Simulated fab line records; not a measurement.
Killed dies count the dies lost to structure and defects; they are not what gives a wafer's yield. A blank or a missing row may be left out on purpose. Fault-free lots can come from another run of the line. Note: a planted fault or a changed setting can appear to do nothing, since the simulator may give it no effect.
The tool behind it: which one? || flow nand harc || 11 lots with 33 wafers sampled at 3 steps, on a route of 1302 steps

== WHAT EACH GAUGE READ, for each wafer ==
NHARC_A_CONTACT_CD_MEAS_15.
{"lot": "L453", "measured": "day 23 06:32", "on": "cd sem-02", "cd nm (nm)": "188.7 189.3 189.0"}
{"lot": "L455", "measured": "day 23 08:29", "on": "cd sem-01", "cd nm (nm)": "190.6 191.0 190.2"}
{"lot": "L458", "measured": "day 24 08:18", "on": "cd sem-01", "cd nm (nm)": "189.6 190.5 190.4"}
{"lot": "L456", "measured": "day 24 10:10", "on": "cd sem-02", "cd nm (nm)": "189.1 188.9 189.3"}
{"lot": "L460", "measured": "day 25 17:01", "on": "cd sem-01", "cd nm (nm)": "190.0 189.9 190.1"}
{"lot": "L462", "measured": "day 26 18:59", "on": "cd sem-03", "cd nm (nm)": "189.9 190.3 189.9"}
{"lot": "L461", "measured": "day 27 06:43", "on": "cd sem-02", "cd nm (nm)": "190.2 190.2 189.6"}
{"lot": "L463", "measured": "day 27 11:05", "on": "cd sem-03", "cd nm (nm)": "189.9 190.9 191.2"}
{"lot": "L467", "measured": "day 28 11:43", "on": "cd sem-02", "cd nm (nm)": "191.1 190.7 191.1"}
{"lot": "L473", "measured": "day 31 15:14", "on": "cd sem-02", "cd nm (nm)": "189.6 190.7 190.6"}
{"lot": "L474", "measured": "day 32 09:53", "on": "cd sem-01", "cd nm (nm)": "189.2 190.2 189.5"}

== WHAT TOOL EACH LOT RAN ON (gives the tool, then ch and the chambers of the sampled wafers, and finally the start) ==
{"lot": "L453", "NHARC_A_CONTACT_DESCUM_13": "rie diel-04 ch 0,1, day 23 03:21", "NHARC_A_CONTACT_ETCH_30": "rie diel-04 ch 0,2,3, day 23 06:32 or earlier"}
{"lot": "L455", "NHARC_A_CONTACT_DESCUM_13": "rie diel-08 ch 0,3, day 23 05:03", "NHARC_A_CONTACT_ETCH_30": "rie diel-08 ch 0,3, day 23 08:29 or earlier"}
{"lot": "L458", "NHARC_A_CONTACT_DESCUM_13": "rie diel-04 ch 0,1,3, day 24 05:06", "NHARC_A_CONTACT_ETCH_30": "rie diel-04 ch 1,2,3, day 24 08:18 or earlier"}
{"lot": "L456", "NHARC_A_CONTACT_DESCUM_13": "rie diel-08 ch 1,2,3, day 24 06:59", "NHARC_A_CONTACT_ETCH_30": "rie diel-08 ch 2,3, day 24 10:10 or earlier"}
{"lot": "L460", "NHARC_A_CONTACT_DESCUM_13": "rie diel-08 ch 1,2,3, day 25 13:47", "NHARC_A_CONTACT_ETCH_30": "rie diel-08 ch 0,1,3, day 25 17:01 or earlier"}
{"lot": "L462", "NHARC_A_CONTACT_DESCUM_13": "rie diel-04 ch 0,1,3, day 26 15:14", "NHARC_A_CONTACT_ETCH_30": "rie diel-04 ch 0,2, day 26 18:59 or earlier"}
{"lot": "L461", "NHARC_A_CONTACT_DESCUM_13": "rie diel-04 ch 1,2,3, day 27 03:33", "NHARC_A_CONTACT_ETCH_30": "rie diel-04 ch 0,2,3, day 27 06:43 or earlier"}
{"lot": "L463", "NHARC_A_CONTACT_DESCUM_13": "rie diel-08 ch 0,1, day 27 07:53", "NHARC_A_CONTACT_ETCH_30": "rie diel-08 ch 0,2, day 27 11:05 or earlier"}
{"lot": "L467", "NHARC_A_CONTACT_DESCUM_13": "rie diel-08 ch 0,1,2, day 28 08:32", "NHARC_A_CONTACT_ETCH_30": "rie diel-08 ch 0,2,3, day 28 11:43 or earlier"}
{"lot": "L473", "NHARC_A_CONTACT_DESCUM_13": "rie diel-04 ch 0,2,3, day 31 12:01", "NHARC_A_CONTACT_ETCH_30": "rie diel-04 ch 0,1,3, day 31 15:14 or earlier"}
{"lot": "L474", "NHARC_A_CONTACT_DESCUM_13": "rie diel-05 ch 1,2,3, day 32 06:02", "NHARC_A_CONTACT_ETCH_30": "rie diel-05 ch 0,1,3, day 32 09:53 or earlier"}
- NHARC_A_CONTACT_DESCUM_13: chemistry O2, time 3 s.
- NHARC_A_CONTACT_ETCH_30: etches the open film in CF4/CHF3, target depth 72.6 nm, time 36.3 s.

== THE ANSWER, worked out from the rows above alone ==
Rule: the usual values come from the lots themselves. The widest of any qualifying gaps counts: lots, ordered by their means at a reading, are off when they make up no more than a third of the lots, leave a main group of 4 or more, and stand apart from it by 3 or more times the standard deviation of that group's means. If all means in a main group match to the digits the tables above print for the reading, that group is not used. A lot without any number at a reading at which 4 lots or more have one is off too. The other lots that the step has rows for count as sound.
Nothing can be told from this: no lot is off at any reading shown.

== WHAT HAD BEEN PUT IN BY THE SIMULATOR ==
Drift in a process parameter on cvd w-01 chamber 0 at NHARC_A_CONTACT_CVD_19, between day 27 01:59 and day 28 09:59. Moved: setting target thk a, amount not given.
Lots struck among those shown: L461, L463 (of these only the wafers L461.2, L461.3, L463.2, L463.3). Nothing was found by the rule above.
